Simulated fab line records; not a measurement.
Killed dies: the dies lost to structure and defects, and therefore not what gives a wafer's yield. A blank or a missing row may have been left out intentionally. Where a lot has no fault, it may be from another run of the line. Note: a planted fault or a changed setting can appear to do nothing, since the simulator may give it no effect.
A lot that was struck, set against a sound lot | flow nandHarc | 12 steps out of a route of 1302
Sound: these wafers, L809.1, L809.2, L809.5. Struck: wafers L803.1, L803.2, L803.4. The cause is named last.
For every step that has rows: the tool of each side, followed by ch and its chambers, followed by its first start. Under that, the readings that differ: sound wafers | struck wafers | difference of the means | sigmas: that difference in standard deviations of wafers without a fault.
alike: same words and numbers on both sides, and readings whose means sit less than 2 such deviations apart. not compared: any withheld reading, any reading some wafer has no value for, any bound like >300 that may hide the same value, and any number with overlapping values for which the record gives no deviation.
A row with sigmas, a row that says differs or no value, or rows on one side alone: a step with any of these is where the two part. Non-overlapping numbers with no deviation appear without sigmas and do not part them. A reading missing from all wafers of one side parts the sides only when that side holds two or more wafers.

first, 1 step without rows for these wafers: NHARC_A_WL_FILL_ALD_02 (deposits TiN, target thk 2 nm, pulse time 3 s, ald cycles 100).
NHARC_A_WL_FILL_CVD_03: deposits W, target thk 40 nm, time 279 s.
  sound on cvdW-01 ch 0,1, day 26 03:44; struck on cvdW-01 ch 0,1, day 23 18:14
  alike: heaterPowerW, mfcArSccm, throttleValvePct
NHARC_A_WL_FILL_ETCHBACK_04: etches the open film in NF3, target depth 60 nm, time 120 s.
  sound on rieMetal-01 ch 0,1, day 26 04:08; struck on rieMetal-01 ch 0,1, day 23 18:36
  alike: drypumpMotorCurrentA, oesProductAu, runLengthS
  not compared: rfHoursCounterH
NHARC_A_WL_FILL_ETCHBACK_05: etches the open film in Cl2/BCl3, target depth 22 nm, time 60 s.
  sound on rieMetal-01 ch 0,1, day 26 04:22; struck on rieMetal-01 ch 0,1, day 23 18:51
  alike: drypumpMotorCurrentA, oesProductAu, runLengthS
  not compared: rfHoursCounterH
then, 5 steps without rows for these wafers: NHARC_A_WL_FILL_STRIP_27 (strips in N2/H2, time 20 s); NHARC_A_WL_FILL_STRIP_28 (strips in post etch residue remover, time 1200 s); NHARC_A_WL_FILL_PRECLEAN_06 (cleans in DIW, time 300 s); NHARC_A_WL_FILL_SRD_07; NHARC_A_WL_FILL_ANNEAL_08 (time 1800 s).
NHARC_A_WL_FILL_ALD_10: deposits SiO2, target thk 50 nm, pulse time 10 s, ald cycles 500.
  sound on aldHk-02 ch 1,3, day 26 09:46; struck on aldHk-04 ch 0,1,2, day 24 00:01
  alike: heaterPowerW, precursorPulseHeightRel
NHARC_A_WL_FILL_ETCHBACK_16: etches the open film in C4F8/O2/Ar, target depth 120 nm, time 24 s.
  sound on rieDiel-12 ch 0,1,3, day 26 14:24; struck on rieDiel-13 ch 0,2,3, day 24 04:44
reading             | sound          | struck         | difference | sigmas
oesProductAu (a.u.) | 1.00 1.00 1.01 | 0.92 0.92 0.92 | -0.08      | -2
runLengthS (s)      | 45.8 44.9 45.8 | 76.2 75.6 75.8 | +30.4      | +95
  alike: rfVppV
  not compared: rfHoursCounterH
NHARC_A_WL_FILL_STRIP_29: strips in O2, time 20 s.
  sound on rieDiel-12 ch 0,1,2, day 26 14:30; struck on rieDiel-13 ch 0,2,3
  alike: drypumpMotorCurrentA, mfcArSccm, oesProductAu, rfVppV, showerheadPlenumPTorr, throttleValvePct
  not compared: rfHoursCounterH

## WHERE THEY PART
At NHARC_A_WL_FILL_ETCHBACK_16 and nowhere else, as far as this record goes. Later steps at which nothing parts them and some readings are alike: NHARC_A_WL_FILL_STRIP_29.

WHY: whatever the simulator had introduced
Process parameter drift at NHARC_A_WL_FILL_ETCHBACK_16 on rieDiel-13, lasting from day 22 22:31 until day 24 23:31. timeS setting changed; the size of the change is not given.
